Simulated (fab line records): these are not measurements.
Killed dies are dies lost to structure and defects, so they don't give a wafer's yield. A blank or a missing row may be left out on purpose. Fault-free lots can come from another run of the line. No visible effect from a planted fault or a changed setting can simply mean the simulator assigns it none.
fab line records	flow n5-finfet
[record] lots = 6	wafers = 17	last-day = 18
route steps=1938 shown DUMMY_REMOVAL@377 HKMG_FIN@385 BEOL_M4@1111 PASSIVATION@1936
lots with no fault: from the same line, run without faults
start-h: hours from the record's first day to the start of the lot's first wafer shown	wait-h: hours since the lot's step before	" identical to the entry in the row above	L1.1+2: one row covering several wafers at once	- no value, or no start given	* or withheld: withheld	< > ~ a bound
route shown NAME@n: NAME is a module with steps in the file, n the number in the route of the first one	usual: mean and standard deviation over wafers with no fault	same: alike in all rows	chamber/n: place in a boat	sites: each site's reading	_std_site: their standard deviation	_edge_site: inner sites' mean taken away from outer sites' mean	radius-mm: for every site, how far away it sits from the centre of the wafer	mask NAME#n: copy n	behind: the tool/chamber that last shaped the wafer	hold: why the lot went on hold/how many hours it stayed there/how the hold came to an end	device: the transistor (n, p or np) that didn't switch	end of line: at the end of the route, the tests of the same wafers	for a step that has no rows: nothing shown but its recipe	killed: dies lost to structure and defects at the first sort, not the wafer's yield	map: a wafer's dies, marking killed ones x, the rest . and places with no die _
set.NAME: setting as actually run; set.NAME@STEP: the setting as run at that earlier step	model.NAME: the simulator's own value behind a step, which no gauge read
lots seen at some steps along the route; tables by step, rows by wafer
services: from which hour (start-h, from the record's first day; less than 0 if before it) a tool's chamber was out of use, for how many hours, and why
[[steps]]
[step N5_DUMMY_REMOVAL_HM_STRIP_01]
[recipe] chemistry = CH3F/O2	material = SiNx	target-depth-a = 40	stop-on = poly-Si	time-s = 6.8	over-etch-frac = 0.3	ion-energy-ev = 60	power-w = 410	bias-w = 29	Ar_flow_sccm = 150	CH3F_flow_sccm = 30	O2_flow_sccm = 20
[usual] drypump-motor-current-A = 5.9/0.41	oes-product-au = 0.61/0.043	rf-vpp-V = 127.3/0.95	showerhead-plenum-p-Torr = 2.01/0.069	throttle-valve-pct = 16.43/0.2
lot.wafer	tool	chamber	start-h	wait-h	drypump-motor-current-A	oes-product-au	rf-hours-counter-h	rf-vpp-V	showerhead-plenum-p-Torr	throttle-valve-pct
L359.1	rie-diel-04	1	68.65	0.0	6.1	0.65	91	126.5	1.93	16.55
L359.2	"	3	"	"	5.9	0.62	138	127.8	2.01	16.48
L359.4	"	0	"	"	5.9	0.58	186	127.8	2.09	16.28
L362.3	rie-diel-01	0	94.33	0.0	6.1	0.56	231	125.9	1.97	16.28
L362.4	"	3	"	"	6.2	0.62	147	128.8	2.09	16.08
L367.3	rie-diel-01	0	121.23	0.1	6.2	0.56	239	128.2	1.97	16.32
L367.4	"	3	"	"	6.2	0.62	157	126.4	2.08	16.11
L367.5	"	1	"	"	6.3	0.58	-	126.7	1.91	16.51
L368.4	rie-diel-01	3	124.38	0.2	6.2	0.62	158	128.3	2.08	16.09
L368.5	"	1	"	"	6.2	0.59	-	125.7	1.91	16.51
L368.6	"	2	"	"	5.7	0.64	-	127.1	2.09	16.51
L375.2	rie-diel-03	0	167.72	0.0	5.0	0.59	154	126.7	2.01	16.68
L375.4	"	1	"	"	6.1	0.60	192	128.3	2.07	16.53
L375.6	"	3	"	"	6.4	0.70	-	126.2	1.95	16.19
L380.2	rie-diel-03	2	194.02	0.0	4.8	0.63	150	128.0	2.09	16.73
L380.3	"	0	"	"	5.0	0.59	158	126.5	2.01	16.69
L380.5	"	1	"	"	6.1	0.60	-	128.3	2.07	16.55
[step N5_DUMMY_REMOVAL_STRIP_10]
[recipe] chemistry = N2/H2	time-s = 40	power-w = 100	temp-c = 40	pressure-mtorr = 100	rf-frequency-hz = 6e+07	bias-power-w = 3	n2-flow-sccm = 300	h2-flow-sccm = 300
[usual] drypump-motor-current-A = 5.9/0.42	oes-product-au = 0.75/0.055	rf-vpp-V = 45.2/0.91	showerhead-plenum-p-Torr = 3.40/0.1	throttle-valve-pct = 12.32/0.22
lot.wafer	tool	chamber	start-h	wait-h	drypump-motor-current-A	oes-product-au	rf-hours-counter-h	rf-vpp-V	showerhead-plenum-p-Torr	throttle-valve-pct
L359.1	rie-diel-04	1	68.69	0.0	6.1	0.83	91	45.7	3.29	12.59
L359.2	"	3	"	"	5.9	0.77	138	45.3	3.39	12.36
L359.4	"	0	"	"	5.9	0.72	186	46.5	3.50	12.10
L362.3	rie-diel-01	0	94.37	0.0	6.2	0.69	231	42.6	3.35	12.24
L362.4	"	3	"	"	6.2	0.77	147	44.8	3.53	12.09
L367.3	rie-diel-01	0	121.26	0.0	6.2	0.69	239	45.9	3.34	12.27
L367.4	"	3	"	"	6.2	0.76	157	45.3	3.53	12.10
L367.5	"	1	"	"	6.3	0.73	-	45.5	3.26	12.47
L368.4	rie-diel-01	3	124.42	0.0	6.2	0.75	158	46.4	3.53	12.11
L368.5	"	1	"	"	6.3	0.73	-	46.4	3.25	12.46
L368.6	"	2	"	"	5.7	0.77	-	44.9	3.51	12.33
L375.2	rie-diel-03	0	167.75	0.0	5.0	0.72	154	44.6	3.40	12.51
L375.4	"	1	"	"	6.1	0.73	192	46.0	3.50	12.42
L375.6	"	3	"	"	6.4	0.86	-	44.9	3.29	11.94
L380.2	rie-diel-03	2	194.06	0.0	4.7	0.77	150	46.7	3.51	12.50
L380.3	"	0	"	"	5.0	0.73	158	45.5	3.40	12.52
L380.5	"	1	"	"	6.1	0.72	-	47.3	3.49	12.43
[step N5_DUMMY_REMOVAL_PRECLEAN_07]
[recipe] chemistry = dHF	time-s = 30	temp-c = 25	dilution = withheld
[step N5_DUMMY_REMOVAL_DUMMY_REMOVE_02]
[recipe] chemistry = TMAH	temp-c = 70	target = poly-Si	stop-on = SiO2	target-depth-nm = 142	conc-wt-pct = 5	time-s = 57	dry = ipa-marangoni	rinse-time-s = 30	rinse-temp-c = 23
[step N5_DUMMY_REMOVAL_INSPECT_06]
[recipe] inspect-instrument = brightfield	mode = aei
[usual] raw-defect-count = 12/4.6
lot.wafer	tool	chamber	start-h	wait-h	raw-defect-count
L359.1	defect-inspect-02	-	68.86	0.0	5
L359.2	"	-	"	"	11
L359.4	"	-	"	"	6
L362.3	defect-inspect-02	-	94.57	0.0	11
L362.4	"	-	"	"	11
L367.3	defect-inspect-01	-	121.42	0.0	8
L367.4	"	-	"	"	13
L367.5	"	-	"	"	15
L368.4	defect-inspect-01	-	124.58	0.0	6
L368.5	"	-	"	"	14
L368.6	"	-	"	"	8
L375.2	defect-inspect-02	-	167.92	0.0	11
L375.4	"	-	"	"	18
L375.6	"	-	"	"	15
L380.2	defect-inspect-02	-	194.22	0.0	10
L380.3	"	-	"	"	12
L380.5	"	-	"	"	12
[step N5_DUMMY_REMOVAL_PRECLEAN_08]
[recipe] chemistry = NF3:NH3	afs-cycles = 2	temp-c = 30	time-s = 20	sublimation-temp-c = 180	sublimation-time-s = 60	pressure-torr = 3	rf-power-w = 30
[step N5_DUMMY_REMOVAL_PRECLEAN_04]
[recipe] chemistry = DHF	time-s = 37	temp-c = 25	dilution = 500:1
[step N5_DUMMY_REMOVAL_SRD_05]
[recipe] dry = ipa-marangoni	do-ppb = 5	time-s = 30	temp-c = 23	rinse-liquid = diw
[step N5_HKMG_FIN_IL_REGROW_00]
[recipe] material = SiO2	target-thk-a = 7.5	chemistry = O3	temp-c = withheld	time-s = 30
[step N5_HKMG_FIN_HK_ALD_01]
[recipe] material = HfO2	target-thk-a = 16	temp-c = withheld	ald-precursor-family = HfCl4	ald-co-reactant = H2O	pulse-time-s = 3	purge-time-s = 3	co-reactant-purge-time-s = 2.5	co-reactant-pulse-time-s = 0.3	ald-cycles = 30
[usual] precursor-pulse-height-rel = 0.999/0.019
[same] co-reactant-pulse-time-s = 0.3
lot.wafer	tool	chamber	start-h	wait-h	precursor-pulse-height-rel
L359.1	ald-hk-03	0	69.22	0.0	1.038
L359.2	"	1	"	"	0.988
L359.4	"	2	"	"	0.991
L362.3	ald-hk-03	3	94.93	0.0	0.992
L362.4	"	2	"	"	1.002
L367.3	ald-hk-03	3	121.78	0.0	0.977
L367.4	"	1	"	"	0.997
L367.5	"	1	"	"	1.000
L368.4	ald-hk-03	3	124.94	0.0	1.004
L368.5	"	0	"	"	0.996
L368.6	"	3	"	"	1.016
L375.2	ald-hk-02	0	168.27	0.0	0.992
L375.4	"	2	"	"	0.988
L375.6	"	2	"	"	0.999
L380.2	ald-hk-02	0	194.59	0.0	0.994
L380.3	"	1	"	"	1.008
L380.5	"	0	"	"	0.997
[step N5_HKMG_FIN_HK_ANNEAL_02]
[recipe] temp-c = 700	time-s = 30	ambient = N2	idle-temp-c = 600	ramp-up-c-per-s = 150	ramp-down-c-per-s = 60	cool-to-c = 600
[usual] lamp-power-pct = 8.80/0.057	lamp_zone_7_pct = 9.194/0.011	wafer_temp_C_max = 703.0/0.72
lot.wafer	tool	chamber	start-h	wait-h	lamp-power-pct	lamp_zone_7_pct	wafer_temp_C_max
L359.1	rtp-anneal-02	0	69.40	0.1	8.78	9.194	703.3
L359.2	"	0	"	"	8.82	9.182	703.1
L359.4	"	0	"	"	8.82	9.174	703.8
L362.3	rtp-anneal-01	0	95.31	0.3	8.79	9.206	702.4
L362.4	"	0	"	"	8.80	9.183	704.3
L367.3	rtp-anneal-02	0	122.16	0.3	8.85	9.180	702.6
L367.4	"	0	"	"	8.85	9.195	703.6
L367.5	"	0	"	"	8.83	9.205	704.5
L368.4	rtp-anneal-01	0	125.21	0.2	8.72	9.209	702.3
L368.5	"	0	"	"	8.79	9.189	702.4
L368.6	"	0	"	"	8.89	9.180	703.8
L375.2	rtp-anneal-02	0	168.49	0.1	8.75	9.212	703.4
L375.4	"	0	"	"	8.77	9.202	704.6
L375.6	"	0	"	"	8.82	9.176	703.2
L380.2	rtp-anneal-01	0	194.82	0.2	8.75	9.184	702.3
L380.3	"	0	"	"	8.76	9.194	702.5
L380.5	"	0	"	"	8.77	9.193	703.1
[step N5_HKMG_FIN_ALD_74]
[recipe] material = La2O3	target-thk-a = 5	temp-c = 250	ald-precursor-family = La-Cp	ald-co-reactant = O3	pulse-time-s = 6	co-reactant-pulse-time-s = 1	purge-time-s = 3	co-reactant-purge-time-s = 3
[step N5_HKMG_FIN_ALD_75]
[recipe] material = Al2O3	target-thk-a = 10	temp-c = 150	ald-precursor-family = TMA	ald-co-reactant = H2O	pulse-time-s = withheld	co-reactant-pulse-time-s = 1
[usual] heater-power-w = 151/15	precursor-pulse-height-rel = 0.999/0.02
lot.wafer	tool	chamber	start-h	wait-h	heater-power-w	precursor-pulse-height-rel
L359.1	ald-hk-02	1	69.70	0.0	169	0.996
L359.2	"	2	"	"	156	0.994
L359.4	"	0	"	"	169	0.977
L362.3	ald-hk-02	1	95.55	0.0	167	1.003
L362.4	"	2	"	"	156	0.986
L367.3	ald-hk-02	3	122.40	0.0	137	1.007
L367.4	"	0	"	"	172	1.017
L367.5	"	0	"	"	174	0.979
L368.4	ald-hk-02	1	125.42	0.0	169	0.977
L368.5	"	3	"	"	139	1.015
L368.6	"	0	"	"	176	0.989
L375.2	ald-hk-01	3	168.75	0.0	160	0.987
L375.4	"	0	"	"	166	1.045
L375.6	"	2	"	"	145	0.995
L380.2	ald-hk-01	0	195.08	0.0	164	0.999
L380.3	"	1	"	"	121	1.020
L380.5	"	0	"	"	168	1.027
[step N5_HKMG_FIN_COAT_41]
[recipe] resist = SOC	temp-c = 250	time-s = 60	spin-rpm = 1500	resist-thk-nm = 300
[step N5_HKMG_FIN_COAT_42]
[recipe] resist = SiARC	temp-c = 220	time-s = 60	spin-rpm = 1500	resist-thk-nm = 35
[step N5_HKMG_FIN_COAT_43]
[recipe] resist = CAR-ArF	spin-rpm = 1500	resist-thk-nm = 90
[step N5_HKMG_FIN_EBR_45]
[recipe] solvent = PGMEA	ebr-width-mm = 1.5
[step N5_HKMG_FIN_SOFTBAKE_44]
[recipe] temp-c = 110	time-s = 60	resist = CAR-ArF
[step N5_HKMG_FIN_EXPOSE_46]
[recipe] mask-id = NDIPOLE	na = 1.35	source-shape = conventional	sigma-outer = 0.8	polarization = unpolarized	dose-mj = 40
[step N5_HKMG_FIN_PEB_47]
[recipe] peb-temp-c = withheld	peb-time-s = 60	resist = CAR-ArF
[step N5_HKMG_FIN_DEVELOP_48]
[recipe] develop-time-s = 30	developer = TMAH	resist = CAR-ArF	rinse-liquid = diw	dry = air-spin	dev-temp-c = 23
[step N5_HKMG_FIN_CD_MEAS_49]
[recipe] target-cd-nm = 202	landing-energy-ev = 500	detector = se-inlens	polarity = opening
[usual] cd-nm = 202.1/0.61
[same] landing-energy-ev = 500
lot.wafer	tool	chamber	start-h	wait-h	cd-nm
L359.1	cd-sem-03	0	70.16	-	202.3
L359.2	"	0	"	"	201.8
L359.4	"	0	"	"	201.8
L362.3	cd-sem-01	0	96.01	-	202.9
L362.4	"	0	"	"	202.0
L367.3	cd-sem-02	0	122.86	-	202.1
L367.4	"	0	"	"	201.9
L367.5	"	0	"	"	202.4
L368.4	cd-sem-03	0	125.76	-	203.0
L368.5	"	0	"	"	202.0
L368.6	"	0	"	"	202.7
L375.2	cd-sem-02	0	169.22	-	202.0
L375.4	"	0	"	"	201.9
L375.6	"	0	"	"	202.0
L380.2	cd-sem-01	0	195.55	-	202.1
L380.3	"	0	"	"	201.7
L380.5	"	0	"	"	202.4
[step N5_HKMG_FIN_OVL_MEAS_50]
[recipe] points-per-wafer = 44
[usual] NDIPOLE_OVL = 0.4/0.76
lot.wafer	tool	chamber	start-h	wait-h	NDIPOLE_OVL[nm]
L359.1	overlay-01	0	70.19	0.0	1.3
L359.2	"	0	"	"	1.0
L359.4	"	0	"	"	0.7
L362.3	overlay-01	0	96.04	0.0	0.0
L362.4	"	0	"	"	1.4
L367.3	overlay-02	0	122.89	0.0	0.1
L367.4	"	0	"	"	-0.8
L367.5	"	0	"	"	0.9
L368.4	overlay-02	0	125.79	0.0	0.9
L368.5	"	0	"	"	0.7
L368.6	"	0	"	"	0.1
L375.2	overlay-01	0	169.25	0.0	-0.7
L375.4	"	0	"	"	-1.2
L375.6	"	0	"	"	-0.1
L380.2	overlay-02	0	195.58	0.0	0.0
L380.3	"	0	"	"	-0.3
L380.5	"	0	"	"	0.2
[step N5_HKMG_FIN_INSPECT_61]
[recipe] mode = adi	inspect-instrument = macro
[usual] raw-defect-count = 2.0/1.4
lot.wafer	tool	chamber	start-h	wait-h	raw-defect-count
L359.1	defect-inspect-02	-	70.22	0.0	1
L359.2	"	-	"	"	2
L359.4	"	-	"	"	2
L362.3	defect-inspect-02	-	96.07	0.0	2
L362.4	"	-	"	"	2
L367.3	defect-inspect-01	-	122.92	0.0	>300
L367.4	"	-	"	"	1
L367.5	"	-	"	"	1
L368.4	defect-inspect-02	-	125.81	0.0	3
L368.5	"	-	"	"	>300
L368.6	"	-	"	"	2
L375.2	defect-inspect-02	-	169.27	0.0	0
L375.4	"	-	"	"	2
L375.6	"	-	"	"	2
L380.2	defect-inspect-02	-	195.61	0.0	3
L380.3	"	-	"	"	1
L380.5	"	-	"	"	3
[step N5_HKMG_FIN_DESCUM_53]
[recipe] chemistry = O2	time-s = 7.9	source-power-w = 50	bias-power-w = 20	pressure-mtorr = 20	rf-frequency-hz = 2.712e+07	temp-c = 40	resist = CAR-ArF	o2-flow-sccm = 225
[usual] drypump-motor-current-A = 5.7/0.43	oes-product-au = 0.79/0.098	rf-vpp-V = 243.4/1.1	showerhead-plenum-p-Torr = 2.11/0.047	throttle-valve-pct = 20.46/0.24
lot.wafer	tool	chamber	start-h	wait-h	drypump-motor-current-A	oes-product-au	rf-hours-counter-h	rf-vpp-V	showerhead-plenum-p-Torr	throttle-valve-pct
L359.1	rie-diel-06	1	70.25	0.0	5.8	0.94	6	243.7	2.12	19.96
L359.2	"	3	"	"	5.8	0.75	141	243.3	2.11	20.56
L359.4	"	2	"	"	6.3	0.75	-	242.7	2.07	20.38
L362.3	rie-diel-06	1	96.33	0.3	5.7	0.90	13	244.9	2.12	19.95
L362.4	"	0	"	"	5.8	0.97	7	243.2	2.13	20.34
L367.3	rie-diel-05	2	122.95	0.0	5.5	0.70	198	243.2	2.09	20.44
L367.4	"	0	"	"	6.2	0.75	-	243.1	2.11	20.77
L367.5	"	1	"	"	5.4	0.76	-	242.4	2.08	20.59
L368.4	rie-diel-06	2	125.84	0.0	6.3	0.72	188	241.8	2.07	20.40
L368.5	"	3	"	"	5.8	0.74	-	243.0	2.10	20.58
L368.6	"	0	"	"	5.8	0.93	-	243.6	2.13	20.34
L375.2	rie-diel-06	0	169.31	0.0	5.8	0.91	31	243.3	2.13	20.38
L375.4	"	1	"	"	5.7	0.85	37	243.0	2.11	19.99
L375.6	"	3	"	"	5.8	0.72	-	243.2	2.10	20.60
L380.2	rie-diel-05	1	195.84	0.2	5.4	0.73	177	245.1	2.07	20.61
L380.3	"	2	"	"	5.5	0.67	223	242.7	2.08	20.48
L380.5	"	3	"	"	5.3	0.88	-	244.3	2.12	20.21
[step N5_BEOL_M4_RC_MEAS_101]
[usual] DIBL_N = 36.0/1.6	DIBL_P = 35.8/2	IOFF_N = 0.152/0.03	IOFF_P = 0.20/0.031	ION_N = 670/12	ION_P = 459/7.4	SS_N = 71.5/0.56	SS_P = 73.2/0.64	VT_N = 251/3.5	VT_P = -252/3.3
lot.wafer	tool	chamber	start-h	wait-h	DIBL_N[mV/V]	DIBL_P[mV/V]	IOFF_N[nA/um]	IOFF_P[nA/um]	ION_N[uA/um]	ION_P[uA/um]	SS_N[mV/dec]	SS_P[mV/dec]	VT_N[mV]	VT_P[mV]
L359.1	prober-02	0	199.73	0.0	34.3	33.1	0.119	0.18	647	450	70.8	73.2	255	-250
L359.2	"	0	"	"	35.3	35.9	0.155	0.23	677	464	71.1	73.7	247	-246
L359.4	"	0	"	"	37.4	37.9	0.198	0.26	691	466	71.9	74.3	244	-245
L362.3	prober-01	0	214.96	0.3	36.2	36.7	0.183	0.22	682	460	71.4	74.0	245	-252
L362.4	"	0	"	"	36.0	36.4	0.176	0.21	681	462	71.8	73.7	248	-251
L367.3	prober-01	0	246.25	0.3	37.4	37.2	0.158	0.20	676	463	72.6	73.1	250	-253
L367.4	"	0	"	"	35.7	35.1	0.136	0.18	684	463	71.2	73.2	250	-253
L367.5	"	0	"	"	34.2	34.1	0.114	0.16	658	457	71.5	71.8	257	-256
L368.4	prober-01	0	247.48	0.5	33.4	34.1	0.119	0.17	666	460	71.4	72.7	253	-252
L368.5	"	0	"	"	36.4	37.2	0.165	0.24	679	471	71.8	74.6	249	-247
L368.6	"	0	"	"	35.5	36.4	0.144	0.20	664	458	71.2	73.3	251	-252
L375.2	prober-01	0	302.10	0.2	33.0	33.7	0.120	0.17	679	465	70.4	72.4	249	-252
L375.4	"	0	"	"	38.4	39.0	0.209	0.24	684	459	72.5	73.8	247	-249
L375.6	"	0	"	"	35.6	36.1	0.155	0.20	675	466	71.2	72.8	248	-250
L380.2	prober-02	0	316.10	0.2	34.0	34.0	0.109	0.15	661	451	70.5	72.5	257	-254
L380.3	"	0	"	"	36.6	36.9	0.150	0.18	665	454	70.7	73.3	252	-254
L380.5	"	0	"	"	33.0	33.0	0.098	0.14	648	449	70.2	72.2	253	-256
[step N5_PASSIVATION_PROBE_49]
[usual] defect-limited-yield = 91.6/1.4	killed_at_M0_to_M3 = 33/10	killed_at_M4_up = 13/5.3	killed-at-contacts = 13/5.9	killed-at-front-end = 36/12	killed-at-other = 4/3.1	killed-dies = 99/16	killed-on-rim = 13/4.2	killed-open = 65/13	killed-short = 32/7.3	sort_bin_5_function = 4.9/0.9	sort_bin_6_memory = 3.1/0.66	sort_bin_8_speed = 0.0/0.42	sort-n-pass = 1081/17	sort-yield-pct = 91.6/1.4
[same] gross-dies = 1180	killed-at-back-side = 0	sort_bin_4_leakage[%] = 0
lot.wafer	tool	chamber	start-h	wait-h	defect-limited-yield[%]	killed_at_M0_to_M3	killed_at_M4_up	killed-at-contacts	killed-at-front-end	killed-at-other	killed-dies	killed-on-rim	killed-open	killed-short	sort_bin_5_function[%]	sort_bin_6_memory[%]	sort_bin_8_speed[%]	sort-n-pass	sort-yield-pct[%]
L362.3	prober-01	-	321.11	0.1	91.8	39	9	18	26	5	97	6	61	36	5.0	2.9	0	1083	91.8
L362.4	prober-01	-	321.16	0.2	93.6	26	5	18	26	1	76	12	52	24	3.5	2.8	0	1104	93.6
L367.3	prober-01	-	349.45	0.1	86.4	56	16	11	73	5	161	32	64	47	7.7	4.4	0	1019	86.4
L367.4	prober-01	-	349.50	0.2	91.7	45	15	14	22	2	98	18	73	22	5.2	2.9	0	1082	91.7
L367.5	prober-01	-	349.55	0.2	93.1	28	20	5	26	2	81	15	57	21	4.7	1.9	0	1099	93.1
L368.4	prober-01	-	350.17	0.2	89.9	28	12	33	45	1	119	16	85	34	6.2	3.6	0	1061	89.9
L368.5	prober-01	-	350.22	0.2	88.1	23	14	18	82	3	140	27	63	34	6.9	3.5	0	1040	88.1
L368.6	prober-01	-	350.27	0.3	92.7	28	21	10	27	0	86	8	55	28	4.7	2.3	0	1094	92.7
L375.2	prober-02	-	414.52	0.1	91.4	26	19	8	46	2	101	16	77	23	4.7	3.7	0	1079	91.4
L375.4	prober-02	-	414.62	0.2	90.9	41	14	11	36	5	107	12	75	32	5.1	4.0	0	1073	90.9
L375.6	prober-02	-	414.72	0.3	89.6	29	10	23	60	1	123	16	84	37	5.9	4.2	0	1057	89.6
L380.2	prober-02	-	433.77	0.1	91.4	35	17	10	39	1	102	12	72	30	5.9	2.1	0	1078	91.4
L380.3	prober-02	-	433.82	0.1	90.3	43	21	13	34	4	115	15	76	36	5.3	4.0	0	1065	90.3
L380.5	prober-02	-	433.92	0.2	92.2	35	10	13	32	2	92	13	60	30	5.1	2.4	0	1088	92.2
// killed by level:class
L362.3 MOL_CONTACT_COAG:geometric-particle:open=16 BEOL_M0_SAQP:geometric-particle:short=14 BEOL_M0_SAQP:geometric-particle:open=11 STI_FIN_REVEAL:geometric-particle:open=6 DUMMY_GATE:geometric-particle:open=6 BEOL_M1:geometric-particle:open=4 BEOL_M2:geometric-particle:open=4 FIN_SAQP:geometric-particle:short=3
L362.4 MOL_CONTACT_COAG:geometric-particle:open=15 BEOL_M2:geometric-particle:open=7 BEOL_M0_SAQP:geometric-particle:short=7 BEOL_M0_SAQP:geometric-particle:open=6 GATE_CUT:geometric-particle:short=5 DUMMY_GATE:geometric-particle:open=4 BEOL_M1:geometric-particle:open=4 FIN_SAQP:geometric-particle:open=3
L367.3 HKMG_FIN:unspecified=44 BEOL_M0_SAQP:geometric-particle:open=16 BEOL_M0_SAQP:geometric-particle:short=14 MOL_CONTACT_COAG:geometric-particle:open=10 BEOL_M4:geometric-particle:open=7 BEOL_M1:geometric-particle:open=6 BEOL_M2:geometric-particle:open=5 STARTING-WAFER:geometric-particle:open=5
L367.4 BEOL_M0_SAQP:geometric-particle:open=12 BEOL_M3:geometric-particle:open=11 MOL_CONTACT_COAG:geometric-particle:open=10 BEOL_M1:geometric-particle:open=8 STI_FIN_REVEAL:geometric-particle:open=6 BEOL_M2:geometric-particle:open=6 BEOL_M4:geometric-particle:open=6 MOL_CONTACT_COAG:geometric-particle:short=4
L367.5 BEOL_M1:geometric-particle:open=11 BEOL_M4:geometric-particle:open=6 MOL_CONTACT_COAG:geometric-particle:open=5 BEOL_M2:geometric-particle:open=5 BEOL_M8:geometric-particle:open=5 STI_FIN_REVEAL:geometric-particle:open=4 DUMMY_GATE:geometric-particle:open=4 FIN_SAQP:geometric-particle:open=3
L368.4 MOL_CONTACT_COAG:geometric-particle:open=24 STI_FIN_REVEAL:geometric-particle:open=14 MOL_CONTACT_COAG:geometric-particle:short=9 BEOL_M0_SAQP:geometric-particle:open=8 BEOL_M2:geometric-particle:open=8 GATE_CUT:geometric-particle:short=6 BEOL_M4:geometric-particle:open=6 FIN_SAQP:geometric-particle:short=4
L368.5 HKMG_FIN:unspecified=43 MOL_CONTACT_COAG:geometric-particle:open=15 FIN_SAQP:geometric-particle:short=11 BEOL_M4:geometric-particle:open=10 STI_FIN_REVEAL:geometric-particle:open=8 BEOL_M0_SAQP:geometric-particle:open=5 BEOL_M3:geometric-particle:open=5 STARTING-WAFER:geometric-particle:open=5
L368.6 BEOL_M4:geometric-particle:open=9 MOL_CONTACT_COAG:geometric-particle:open=8 BEOL_M0_SAQP:geometric-particle:short=6 BEOL_M0:geometric-particle:short=6 BEOL_M2:geometric-particle:open=6 STI_FIN_REVEAL:geometric-particle:open=5 BEOL_M0_SAQP:geometric-particle:open=5 FIN_SAQP:geometric-particle:short=4
L375.2 STI_FIN_REVEAL:geometric-particle:open=16 BEOL_M1:geometric-particle:open=10 FIN_SAQP:geometric-particle:open=9 MOL_CONTACT_COAG:geometric-particle:open=8 BEOL_M4:geometric-particle:open=8 BEOL_M2:geometric-particle:open=6 STI_FIN_REVEAL:geometric-particle:short=4 GATE_CUT:geometric-particle:short=4
L375.4 STI_FIN_REVEAL:geometric-particle:open=10 BEOL_M2:geometric-particle:open=10 MOL_CONTACT_COAG:geometric-particle:open=9 BEOL_M1:geometric-particle:open=7 BEOL_M3:geometric-particle:open=6 FIN_SAQP:geometric-particle:short=5 BEOL_M0_SAQP:geometric-particle:short=5 BEOL_M0_SAQP:geometric-particle:open=5
L375.6 STI_FIN_REVEAL:geometric-particle:open=23 MOL_CONTACT_COAG:geometric-particle:open=17 BEOL_M2:geometric-particle:open=8 BEOL_M0_SAQP:geometric-particle:open=7 FIN_SAQP:geometric-particle:short=6 GATE_CUT:geometric-particle:short=6 MOL_CONTACT_COAG:geometric-particle:short=6 FIN_SAQP:geometric-particle:open=5
L380.2 BEOL_M2:geometric-particle:open=14 FIN_SAQP:geometric-particle:short=10 BEOL_M4:geometric-particle:open=9 FIN_SAQP:geometric-particle:open=8 MOL_CONTACT_COAG:geometric-particle:open=8 DUMMY_GATE:geometric-particle:open=7 BEOL_M0_SAQP:geometric-particle:short=5 BEOL_M0:geometric-particle:open=5
L380.3 BEOL_M0_SAQP:geometric-particle:short=14 MOL_CONTACT_COAG:geometric-particle:open=12 BEOL_M4:geometric-particle:open=9 BEOL_M0_SAQP:geometric-particle:open=8 BEOL_M2:geometric-particle:open=8 FIN_SAQP:geometric-particle:open=6 DUMMY_GATE:geometric-particle:open=5 BEOL_M1:geometric-particle:open=5
L380.5 MOL_CONTACT_COAG:geometric-particle:open=13 BEOL_M3:geometric-particle:open=10 BEOL_M0_SAQP:geometric-particle:open=9 BEOL_M0_SAQP:geometric-particle:short=9 FIN_SAQP:geometric-particle:open=7 FIN_SAQP:geometric-particle:short=7 STARTING-WAFER:geometric-particle:open=6 DUMMY_GATE:geometric-particle:open=3
// map L367.3 (x killed, . not)
_________________........x...________________
______________.x......x....x.x.._____________
___________................x......x__________
__________.........................._________
________x.......x..x..x.x....x........_______
_______..................x..x.........x______
______.................................._____
_____......x......................x..x...____
____...x.....xx.x...x......x.x............___
___.......x..............x..x.x.....x......__
___....x..........x.................xx.....__
__x.....x.........................x..x......_
__......................x.x................._
_x...................x......x................
_...x......xx.x..................x...........
_....x..............x..................x.....
_.........x..........xx...x.................x
_................x..................x..x.....
_....x....x..x....x.........x.........x.x..x.
_...x......x....x......................x..xxx
_...x.....x.......................x........xx
__.....x...x.......x........xx.......x..xxxx_
__......x.....x.................xx.....xxxxx_
___.x.x.................x.......x..x.xxxxxx__
___....x.............................xxxxxx__
____x...................x..x.x....x.xxxxxx___
_____x........x............xx.x....xxxxxx____
______....x.x......................xxxxx_____
_______.......x.....x................xx______
________....x................xx......._______
__________..........x..............._________
___________.....x..............x...__________
______________x....x.x.......x.._____________
_________________....x.......________________
// map L368.5 (x killed, . not)
_________________.........xx.________________
______________.................._____________
___________.x......................__________
__________....x...........x........._________
________x..........x.................x_______
_______..........x....x.....x.x....x...______
______.........x.............xx........._____
_____............................x...xx..____
____....x.......x...........x.............___
___..x..x......x...x...x..x...x.....x....x.__
___.....x........................x....x....__
__..........x...x..........x...........xxx.x_
__.x...............................x........_
_........x.......x...........................
_....x....................................x..
_..x......x.....x...x........................
_......................xx....................
_........x.........x..........x......x..x....
_..x......................................x..
_....x.x..x......x......x....................
_..x.......x.x........x..........x......xxxxx
__...................................x..x.xx_
__..x................x....x...........xxxxxx_
___.............x.x...............x..xxxxxx__
___......x..x................xx.....x.xxxxx__
____..............x............x.....xxxxx___
_____.......x.......x................xxxx____
______................x...x.......xxx.xx_____
_______...x......x........x.........xx.______
________........x....x......x........x_______
__________.........................._________
___________........................__________
______________.................._____________
_________________.x...xx....x________________
[[services]]
tool	chamber	start-h	hours	kind
rie-diel-05	3	48.11	-	clean
rie-diel-05	3	48.11	-	consumable-replace:focus-ring
rie-diel-05	3	48.11	14.7	scheduled-down
rie-diel-06	0	51.97	-	clean
rie-diel-06	0	51.97	-	consumable-replace:focus-ring
rie-diel-06	0	51.97	13.6	scheduled-down
rie-diel-06	0	51.97	13.6	vent-cycle
rie-diel-05	-	61.93	2.8	pm
rie-diel-05	3	66.19	7.2	repair
rie-diel-06	0	67.14	4.2	repair
ald-hk-03	-	102.13	14.6	pm
ald-hk-02	-	105.97	8.7	pm
rie-diel-04	2	115.56	19.2	repair
rie-diel-05	3	118.81	5.5	repair
rie-diel-01	3	139.01	5.3	repair
rie-diel-04	2	153.49	7.9	repair
rie-diel-03	2	154.27	4.0	repair
rie-diel-01	0	162.16	-	clean
rie-diel-01	0	162.16	-	consumable-replace:focus-ring
rie-diel-01	0	162.16	22.8	scheduled-down
rie-diel-01	0	162.16	22.8	vent-cycle
ald-hk-03	-	166.19	2.8	pm
rie-diel-01	3	175.59	15.8	repair
rie-diel-03	-	179.33	2.8	pm
[[key]]
[first-sign] step = N5_HKMG_FIN_INSPECT_61	reading = raw-defect-count	direction = up	sigmas = 99+	usual = 2.0	struck = >300
[effect] step = N5_PASSIVATION_PROBE_49	reading = killed-at-front-end	direction = up	sigmas = 3.5	usual = 36	struck = 78
[more-kills-born-at] N5_HKMG_FIN_ALD_75@ald-hk-02 = 87
met-at N5_HKMG_FIN_ALD_75
struck-wafers L367.3,L368.5
[fault] kind = chamber-particle-source	tool = ald-hk-02	chamber = 3	onset-h = 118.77	steps = N5_HKMG_FIN_ALD_75	rate-per-visit-cm2 = 0.85671	end-h = 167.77
